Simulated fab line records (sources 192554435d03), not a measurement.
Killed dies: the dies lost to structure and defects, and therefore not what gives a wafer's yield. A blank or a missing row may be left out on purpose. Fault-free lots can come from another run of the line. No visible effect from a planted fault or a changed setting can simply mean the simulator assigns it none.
Which tool was responsible? -- flow n5 finfet -- 12 lots, 31 wafers sampled, at 1 step of a route of 1938

== WHAT THE GAUGES READ, wafer by wafer ==
N5_BEOL_M15_INSPECT_12: inspects for defects (macro). Usual: raw defect count 2.3, standard deviation 1.5.
lot,measured,on,raw defect count,flag
L965,day 12 05:16,defect inspect-01,1 2,
L966,day 12 08:12,defect inspect-02,1 4,
L967,day 12 17:13,defect inspect-01,1 0 2,
L968,day 12 17:25,defect inspect-02,3 4,
L971,day 13 11:52,defect inspect-01,3 4 3,
L973,day 13 23:18,defect inspect-02,3 1 2,
L976,day 14 10:43,defect inspect-01,1 3 1,
L977,day 15 02:08,defect inspect-01,3 2 2,
L980,day 15 15:56,defect inspect-02,1 0,
L983,day 16 13:04,defect inspect-02,2 3,
L987,day 17 02:25,defect inspect-01,2 2 2,
L986,day 17 17:31,defect inspect-01,1 4 3,

== WHICH TOOL RAN EACH LOT (tool, then ch and the chambers of the sampled wafers, then the start) ==
No process step before these readings appears in the record.

== AS READ BY THE TOOLS THEMSELVES (means over the sampled wafers that have a number; for cases with no such wafer, the mark the record gives instead) ==
The record holds no such reading with a usual standard deviation.

== THE ANSWER, worked out from the rows above alone ==
Rule: lot off if the mean of its wafers having a number is beyond 3 standard deviations from the usual mean. A lot without any number at a reading at which 4 lots or more have one is off too. Any other lot the step has rows for is counted as sound. After the gauges, taken in route order, come the tools' own readings; for these a lot's mean is taken, as printed above. At the first step where some lot is off, the reading lying furthest off is the one used; lots without a number count as furthest.
Nothing can be told from this: no lot is off at any reading shown.

== WHAT THE SIMULATOR PUT IN ==
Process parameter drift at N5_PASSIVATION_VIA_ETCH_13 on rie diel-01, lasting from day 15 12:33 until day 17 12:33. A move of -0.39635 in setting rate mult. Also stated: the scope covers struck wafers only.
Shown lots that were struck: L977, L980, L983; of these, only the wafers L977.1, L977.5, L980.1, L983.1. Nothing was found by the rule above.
